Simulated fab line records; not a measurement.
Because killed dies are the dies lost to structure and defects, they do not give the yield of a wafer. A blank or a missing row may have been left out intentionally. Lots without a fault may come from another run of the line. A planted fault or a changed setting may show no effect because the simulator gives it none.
fab line records	flow n5Finfet
[record] lots = 6	wafers = 18	lastDay = 17
route steps=1938 shown BEOL_M1@814 BEOL_M4@1111 PASSIVATION@1936
lots untouched by any fault: they come from a run of this same line in which no faults occurred
startH: hours from the record's first day to the start of the lot's first wafer shown	waitH: hours elapsed since this lot's preceding step	" unchanged from the row above	L1.1+2: several wafers, shown together as one row	- no value, or no start was given	* or withheld: withheld	< > ~ a bound
route shown NAME@n: names a module that has steps shown in the file, with the first one's number in the route	usual: average and standard deviation across the fault-free wafers	same: alike in all rows	chamber/n: place in a boat	sites: each site's reading	_std_site: standard deviation of those values	_edge_site: outer sites' mean less inner sites'	radiusMm: for every site, how far away it sits from the centre of the wafer	mask NAME#n: copy n	behind: the most recent tool/chamber to have shaped the wafer	hold: what put the lot on hold/how long, in hours/how the hold closed	device: names the non-switching transistor (n, p or np)	end of line: at the end of the route, the tests of the same wafers	for a step that has no rows: nothing shown but its recipe	killed: count of dies lost to structure and defects at first sort (not the wafer's yield)	map: dies across one wafer; x = killed, . = not, _ = none there
set.NAME: the setting the step ran with; set.NAME@STEP: the setting that earlier step ran with	model.NAME: the simulator's own value behind a step, which no gauge read
lots at selected steps of the route; one table per step, one row per wafer
[[steps]]
[step N5_BEOL_M1_SPUTTER_48]
[recipe] material = Cu	targetThkA = 45	tempC = -20	chamberPressurePa = 0.07	powerW = withheld	timeS = 8.29
[usual] chamberPressurePa = 0.07/0.00015	throttleValvePct = 29.9/0.84
lot.wafer	tool	chamber	startH	waitH	chamberPressurePa	throttleValvePct
L865.1	pvdSputter-03	-	196.04	0.2	0.06989	29.8
L865.3	"	-	"	"	0.06999	30.6
L865.6	"	-	"	"	0.07	29.8
L869.2	pvdSputter-01	-	215.66	1.8	0.06996	30.6
L869.3	"	-	"	"	0.06996	30.2
L869.5	"	-	"	"	0.06984	30.0
L870.1	pvdSputter-02	-	227.27	0.1	0.0702	29.8
L870.4	"	-	"	"	0.07017	29.0
L870.6	"	-	"	"	0.07004	29.1
L872.1	pvdSputter-03	-	233.13	1.3	0.06983	30.5
L872.3	"	-	"	"	0.06988	30.0
L872.5	"	-	"	"	0.07009	29.8
L873.1	pvdSputter-03	-	235.79	0.1	0.07019	30.4
L873.4	"	-	"	"	0.06991	30.0
L873.6	"	-	"	"	0.0699	29.7
L877.1	pvdSputter-01	-	267.53	1.6	0.06977	30.0
L877.2	"	-	"	"	0.06974	30.7
L877.6	"	-	"	"	0.06985	30.4
[step N5_BEOL_M1_ANNEAL_49]
[recipe] tempC = 400	timeS = 240	ambient = vacuum
[step N5_BEOL_M1_SPUTTER_79]
[recipe] material = Cu	targetThkA = 45	tempC = -20	chamberPressurePa = 0.07	powerW = withheld	timeS = 8.29
[step N5_BEOL_M1_ANNEAL_80]
[recipe] tempC = 400	timeS = 240	ambient = vacuum
[step N5_BEOL_M1_SPUTTER_81]
[recipe] material = Cu	targetThkA = 45	tempC = -20	chamberPressurePa = 0.07	powerW = withheld	timeS = 8.29
[step N5_BEOL_M1_ANNEAL_82]
[recipe] tempC = 400	timeS = 240	ambient = vacuum
[step N5_BEOL_M1_SPUTTER_86]
[recipe] material = Cu	targetThkA = 45	tempC = -20	chamberPressurePa = 0.07	powerW = withheld	timeS = 8.29
[step N5_BEOL_M1_ANNEAL_87]
[recipe] tempC = 400	timeS = 240	ambient = vacuum
[step N5_BEOL_M1_SPUTTER_88]
[recipe] material = Cu	targetThkA = 45	tempC = -20	chamberPressurePa = 0.07	powerW = withheld	timeS = 8.29
[usual] chamberPressurePa = 0.07001/0.00015	throttleValvePct = 29.9/0.82
lot.wafer	tool	chamber	startH	waitH	chamberPressurePa	throttleValvePct
L865.1	pvdSputter-03	-	196.92	0.1	0.07022	29.9
L865.3	"	-	"	"	0.06981	30.1
L865.6	"	-	"	"	0.06961	29.6
L869.2	pvdSputter-01	-	216.54	0.1	0.07014	30.7
L869.3	"	-	"	"	0.06997	29.9
L869.5	"	-	"	"	0.07015	30.3
L870.1	pvdSputter-02	-	228.15	0.1	0.06995	30.1
L870.4	"	-	"	"	0.07008	28.9
L870.6	"	-	"	"	0.07006	28.9
L872.1	pvdSputter-03	-	234.01	0.1	0.07038	30.6
L872.3	"	-	"	"	0.07001	29.7
L872.5	"	-	"	"	0.07016	30.0
L873.1	pvdSputter-03	-	236.67	0.1	0.07025	30.4
L873.4	"	-	"	"	0.07009	30.0
L873.6	"	-	"	"	0.06974	29.7
L877.1	pvdSputter-01	-	268.41	0.1	0.07023	30.2
L877.2	"	-	"	"	0.06997	30.6
L877.6	"	-	"	"	0.06999	30.7
[step N5_BEOL_M1_ANNEAL_89]
[recipe] tempC = 400	timeS = 240	ambient = vacuum
[usual] heaterPowerW = 783/71	susceptor_temp_C_max = 401.0/0.35
lot.wafer	tool	chamber	startH	waitH	heaterPowerW	susceptor_temp_C_max
L865.1	pvdSputter-03	-	197.00	0.0	719	401.4
L865.3	"	-	"	"	788	401.1
L865.6	"	-	"	"	722	400.9
L869.2	pvdSputter-01	-	216.62	0.0	820	401.1
L869.3	"	-	"	"	857	401.1
L869.5	"	-	"	"	862	401.2
L870.1	pvdSputter-02	-	228.23	0.0	804	401.2
L870.4	"	-	"	"	842	401.3
L870.6	"	-	"	"	704	401.6
L872.1	pvdSputter-03	-	234.09	0.0	780	401.1
L872.3	"	-	"	"	701	401.2
L872.5	"	-	"	"	733	400.8
L873.1	pvdSputter-03	-	236.75	0.0	787	401.0
L873.4	"	-	"	"	727	400.9
L873.6	"	-	"	"	727	400.7
L877.1	pvdSputter-01	-	268.49	0.0	878	401.0
L877.2	"	-	"	"	806	400.7
L877.6	"	-	"	"	806	400.4
[step N5_BEOL_M1_SPUTTER_90]
[recipe] material = Cu	targetThkA = 45	tempC = -20	chamberPressurePa = 0.07	powerW = withheld	timeS = 8.29
[usual] chamberPressurePa = 0.07/0.00013	throttleValvePct = 29.9/0.82
lot.wafer	tool	chamber	startH	waitH	chamberPressurePa	throttleValvePct
L865.1	pvdSputter-03	-	197.14	0.1	0.07004	30.2
L865.3	"	-	"	"	0.06983	30.3
L865.6	"	-	"	"	0.06992	29.6
L869.2	pvdSputter-01	-	216.76	0.1	0.07006	30.5
L869.3	"	-	"	"	0.06998	30.1
L869.5	"	-	"	"	0.0701	30.0
L870.1	pvdSputter-02	-	228.37	0.1	0.06987	29.7
L870.4	"	-	"	"	0.0701	28.9
L870.6	"	-	"	"	0.07016	28.6
L872.1	pvdSputter-03	-	234.23	0.1	0.07017	30.4
L872.3	"	-	"	"	0.07016	30.0
L872.5	"	-	"	"	0.0701	30.1
L873.1	pvdSputter-03	-	236.89	0.1	0.07015	30.4
L873.4	"	-	"	"	0.07019	29.9
L873.6	"	-	"	"	0.0699	29.9
L877.1	pvdSputter-01	-	268.63	0.1	0.06994	30.0
L877.2	"	-	"	"	0.07013	30.6
L877.6	"	-	"	"	0.07009	30.3
[step N5_BEOL_M1_ANNEAL_91]
[recipe] tempC = 400	timeS = 240	ambient = vacuum
[usual] heaterPowerW = 785/73	susceptor_temp_C_max = 401.1/0.36
lot.wafer	tool	chamber	startH	waitH	heaterPowerW	susceptor_temp_C_max
L865.1	pvdSputter-03	-	197.22	0.0	712	401.8
L865.3	"	-	"	"	783	401.1
L865.6	"	-	"	"	728	400.4
L869.2	pvdSputter-01	-	216.84	0.0	812	400.7
L869.3	"	-	"	"	880	400.6
L869.5	"	-	"	"	868	400.5
L870.1	pvdSputter-02	-	228.45	0.0	795	400.8
L870.4	"	-	"	"	849	400.8
L870.6	"	-	"	"	715	401.1
L872.1	pvdSputter-03	-	234.31	0.0	798	401.2
L872.3	"	-	"	"	694	401.2
L872.5	"	-	"	"	741	400.9
L873.1	pvdSputter-03	-	236.97	0.0	789	401.4
L873.4	"	-	"	"	710	401.6
L873.6	"	-	"	"	729	400.8
L877.1	pvdSputter-01	-	268.71	0.0	860	401.0
L877.2	"	-	"	"	825	401.1
L877.6	"	-	"	"	777	400.7
[step N5_BEOL_M1_SPUTTER_92]
[recipe] material = Cu	targetThkA = 45	tempC = -20	chamberPressurePa = 0.07	powerW = withheld	timeS = 8.29
[usual] chamberPressurePa = 0.06999/0.00016	throttleValvePct = 29.9/0.81
lot.wafer	tool	chamber	startH	waitH	chamberPressurePa	throttleValvePct
L865.1	pvdSputter-03	-	197.36	0.1	0.06984	29.8
L865.3	"	-	"	"	0.06988	30.4
L865.6	"	-	"	"	0.06993	29.8
L869.2	pvdSputter-01	-	216.98	0.1	0.0699	30.5
L869.3	"	-	"	"	0.06973	30.0
L869.5	"	-	"	"	0.06995	30.1
L870.1	pvdSputter-02	-	228.59	0.1	0.06973	29.7
L870.4	"	-	"	"	0.07009	28.9
L870.6	"	-	"	"	0.06998	28.9
L872.1	pvdSputter-03	-	234.45	0.1	0.05595	34.2
L872.3	"	-	"	"	0.056	33.6
L872.5	"	-	"	"	0.05567	33.7
L873.1	pvdSputter-03	-	237.11	0.1	0.05566	33.9
L873.4	"	-	"	"	0.05587	33.8
L873.6	"	-	"	"	0.05591	33.7
L877.1	pvdSputter-01	-	268.85	0.1	0.06988	29.7
L877.2	"	-	"	"	0.06986	30.4
L877.6	"	-	"	"	0.06987	30.9
[step N5_BEOL_M1_ANNEAL_93]
[recipe] tempC = 400	timeS = 240	ambient = vacuum
[step N5_BEOL_M4_RC_MEAS_101]
[usual] DIBL_N = 35.9/1.4	DIBL_P = 35.9/1.7	IOFF_N = 0.155/0.023	IOFF_P = 0.201/0.029	ION_N = 672/8.8	ION_P = 460/7	SS_N = 71.6/0.48	SS_P = 73.1/0.64	VT_N = 250.0/3	VT_P = -251.6/3
lot.wafer	tool	chamber	startH	waitH	DIBL_N[mV/V]	DIBL_P[mV/V]	IOFF_N[nA/um]	IOFF_P[nA/um]	ION_N[uA/um]	ION_P[uA/um]	SS_N[mV/dec]	SS_P[mV/dec]	VT_N[mV]	VT_P[mV]
L865.1	prober-01	0	243.82	0.0	35.9	35.8	0.146	0.187	671	458	71.1	72.8	252.1	-251.9
L865.3	"	0	"	"	36.0	36.4	0.143	0.201	663	455	71.4	73.1	251.7	-249.7
L865.6	"	0	"	"	36.2	36.6	0.152	0.203	666	455	71.4	72.5	253.6	-251.7
L869.2	prober-01	0	252.21	0.2	36.8	36.7	0.185	0.249	686	468	71.7	73.3	244.7	-246.1
L869.3	"	0	"	"	36.7	36.6	0.178	0.247	675	466	71.5	73.5	247.9	-248.8
L869.5	"	0	"	"	36.7	36.6	0.183	0.241	679	472	72.0	72.8	245.7	-248.7
L870.1	prober-02	0	274.33	0.0	36.0	36.6	0.150	0.225	664	461	71.5	73.4	249.7	-246.4
L870.4	"	0	"	"	35.9	36.3	0.149	0.228	679	474	70.9	73.1	250.8	-247.4
L870.6	"	0	"	"	36.1	37.4	0.154	0.236	666	459	71.6	73.0	252.0	-248.6
L872.1	prober-02	0	275.34	0.0	37.0	37.2	0.169	0.215	691	466	71.7	73.4	248.9	-250.8
L872.3	"	0	"	"	36.5	36.3	0.147	0.201	675	464	71.2	73.2	250.6	-250.9
L872.5	"	0	"	"	35.7	34.7	0.131	0.173	669	459	71.8	72.3	254.2	-253.4
L873.1	prober-02	0	279.19	0.0	35.4	36.6	0.148	0.165	675	452	71.8	73.7	249.8	-256.4
L873.4	"	0	"	"	36.1	37.0	0.154	0.164	658	448	71.5	73.5	250.7	-257.2
L873.6	"	0	"	"	36.8	38.1	0.162	0.180	674	457	72.1	73.0	249.6	-258.8
L877.1	prober-01	0	305.76	0.2	36.1	34.9	0.146	0.175	668	452	71.7	73.5	250.2	-255.3
L877.2	"	0	"	"	34.4	33.7	0.118	0.161	665	456	71.0	73.4	254.4	-255.5
L877.6	"	0	"	"	35.7	35.3	0.139	0.182	662	452	71.7	73.2	252.2	-253.5
[step N5_PASSIVATION_PROBE_49]
[usual] defectLimitedYield = 91.7/1.5	killed_at_M0_to_M3 = 30/8.6	killed_at_M4_up = 12/4.5	killedAtContacts = 13/5.8	killedAtFrontEnd = 38/11	killedAtOther = 4/3	killedDies = 97/17	killedOpen = 63/12	killedShort = 32/8.8	sort_bin_5_function = 4.8/0.91	sort_bin_6_memory = 3.1/0.68	sortNPass = 1083/17	sortYieldPct = 91.7/1.5
[same] grossDies = 1180	killedAtBackSide = 0	sort_bin_4_leakage[%] = 0	sort_bin_8_speed[%] = 0
lot.wafer	tool	chamber	startH	waitH	defectLimitedYield[%]	killed_at_M0_to_M3	killed_at_M4_up	killedAtContacts	killedAtFrontEnd	killedAtOther	killedDies	killedOpen	killedShort	sort_bin_5_function[%]	sort_bin_6_memory[%]	sortNPass	sortYieldPct[%]
L865.1	prober-01	-	343.85	0.0	88.5	42	8	20	65	1	136	69	67	7.0	4.1	1044	88.5
L865.3	prober-01	-	343.95	0.1	88.6	50	16	19	48	1	134	82	48	6.1	4.7	1046	88.6
L865.6	prober-01	-	344.10	0.3	89.7	40	10	12	54	6	122	78	44	5.5	4.2	1058	89.7
L870.4	prober-01	-	378.15	0.2	93.4	22	15	16	17	8	78	57	20	3.7	2.5	1102	93.4
L870.6	prober-01	-	378.25	0.3	91.7	30	11	17	35	5	98	72	26	5.4	2.9	1082	91.7
// killed by level:class
L865.1 FIN_SAQP:geometricParticle:short=34 MOL_CONTACT_COAG:geometricParticle:open=16 FIN_SAQP:geometricParticle:open=14 BEOL_M0_SAQP:geometricParticle:short=13 BEOL_M0_SAQP:geometricParticle:open=8 BEOL_M2:geometricParticle:open=7 BEOL_M3:geometricParticle:open=7 ILD0:geometricParticle:open=4
L865.3 MOL_CONTACT_COAG:geometricParticle:open=16 BEOL_M0_SAQP:geometricParticle:short=12 BEOL_M0_SAQP:geometricParticle:open=11 FIN_SAQP:geometricParticle:short=9 BEOL_M3:geometricParticle:open=8 BEOL_M2:geometricParticle:open=7 GATE_CUT:geometricParticle:short=6 FIN_SAQP:geometricParticle:open=5
L865.6 FIN_SAQP:geometricParticle:short=22 BEOL_M0_SAQP:geometricParticle:open=12 BEOL_M0_SAQP:geometricParticle:short=9 MOL_CONTACT_COAG:geometricParticle:open=8 FIN_SAQP:geometricParticle:open=7 BEOL_M2:geometricParticle:open=7 BEOL_M3:geometricParticle:open=5 STARTING-WAFER:geometricParticle:open=5
L870.4 MOL_CONTACT_COAG:geometricParticle:open=15 BEOL_M4:geometricParticle:open=8 FIN_SAQP:geometricParticle:open=4 DUMMY_GATE:geometricParticle:open=4 BEOL_M0_SAQP:geometricParticle:short=4 BEOL_M3:geometricParticle:open=4 BEOL_M0_SAQP:geometricParticle:open=3 MIM_TOP_ETCH:geometricParticle:open=3
L870.6 MOL_CONTACT_COAG:geometricParticle:open=14 BEOL_M1:geometricParticle:open=11 DUMMY_GATE:geometricParticle:open=10 BEOL_M3:geometricParticle:short=7 FIN_SAQP:geometricParticle:short=5 FIN_SAQP:geometricParticle:open=5 BEOL_M3:geometricParticle:open=5 STI_FIN_REVEAL:geometricParticle:open=4
[[key]]
[firstSign] step = N5_BEOL_M1_SPUTTER_92	reading = chamberPressurePa	direction = down	sigmas = 90	usual = 0.06999	struck = 0.05584
[effect] step = N5_BEOL_M1_SPUTTER_92	reading = throttleValvePct	direction = up	sigmas = 4.9	usual = *	struck = *
metAt N5_BEOL_M1_SPUTTER_92
struckWafers L872.1,L872.3,L872.5,L873.1,L873.4,L873.6
onsetBetween 197.36 234.45
[fault] kind = processParameterDrift	tool = pvdSputter-03	chamber = -	onsetH = 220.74	steps = N5_BEOL_M1_SPUTTER_92	channel = chamberPressurePa	offset = -0.014227	shape = step	endH = 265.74	actsIn = theseRecipesOnly	stated = 0.07
